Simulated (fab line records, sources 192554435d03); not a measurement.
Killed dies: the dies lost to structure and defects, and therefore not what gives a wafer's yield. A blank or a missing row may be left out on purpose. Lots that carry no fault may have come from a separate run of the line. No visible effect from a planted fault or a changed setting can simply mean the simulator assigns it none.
Matching of chambers :: flow n5Finfet :: N5_MOL_CONTACT_COAG_ETCHBACK_134 on rieDiel-04 has 4 sister chambers
The step etches SiO2 in CHF3, target depth 10 nm, time 6.7 s. 7 wafers are shown with their chamber, then 7 later ones without.

## WAFERS WITH THEIR CHAMBER
wafer: L077.4
chamber: 0
rfVppV (V): 551
showerheadPlenumPTorr (Torr): 2.38

wafer: L081.4
chamber: 2
rfVppV (V): 525
showerheadPlenumPTorr (Torr): 2.45

wafer: L087.1
chamber: 1
rfVppV (V): 517
showerheadPlenumPTorr (Torr): 2.29

wafer: L087.2
chamber: 3
rfVppV (V): 505
showerheadPlenumPTorr (Torr): 2.29

wafer: L087.4
chamber: 2
rfVppV (V): 524
showerheadPlenumPTorr (Torr): 2.45

wafer: L094.4
chamber: 1
rfVppV (V): 516
showerheadPlenumPTorr (Torr): 2.28

wafer: L094.5
chamber: 3
rfVppV (V): 506
showerheadPlenumPTorr (Torr): 2.28

## WAFERS WITHOUT THEIR CHAMBER
wafer: L094.6
rfVppV (V): 525
showerheadPlenumPTorr (Torr): 2.44

wafer: L095.2
rfVppV (V): 552
showerheadPlenumPTorr (Torr): 2.37

wafer: L095.4
rfVppV (V): 507
showerheadPlenumPTorr (Torr): 2.28

wafer: L095.5
rfVppV (V): 552
showerheadPlenumPTorr (Torr): 2.37

wafer: L096.2
rfVppV (V): 550
showerheadPlenumPTorr (Torr): 2.37

wafer: L096.3
rfVppV (V): 525
showerheadPlenumPTorr (Torr): 2.44

wafer: L096.4
rfVppV (V): 515
showerheadPlenumPTorr (Torr): 2.28

## THE CHAMBER EACH PASSED THROUGH
wafer: L094.6
from the rows above: 2
in truth: 2

wafer: L095.2
from the rows above: 0
in truth: 0

wafer: L095.4
from the rows above: 3
in truth: 3

wafer: L095.5
from the rows above: 0
in truth: 0

wafer: L096.2
from the rows above: 0
in truth: 0

wafer: L096.3
from the rows above: 2
in truth: 2

wafer: L096.4
from the rows above: 1
in truth: 1
Placed correctly: 7 of 7. Number that these rows cannot place: 0. Wrongly placed: 0.
How it was worked out, from the rows above alone: a wafer's distance from a chamber is the root of the sum, over the readings, of the square of ((its reading less the chamber's mean) divided by the reading's scatter). If the next closest chamber is less than 2 further off than the closest, the wafer can't be placed; otherwise it belongs to the closest. Each chamber's mean is taken over the wafers shown for it. The scatter is the square root of a quotient: the sum, over the shown wafers, of each reading's squared deviation from its chamber's mean, divided by wafers minus chambers.
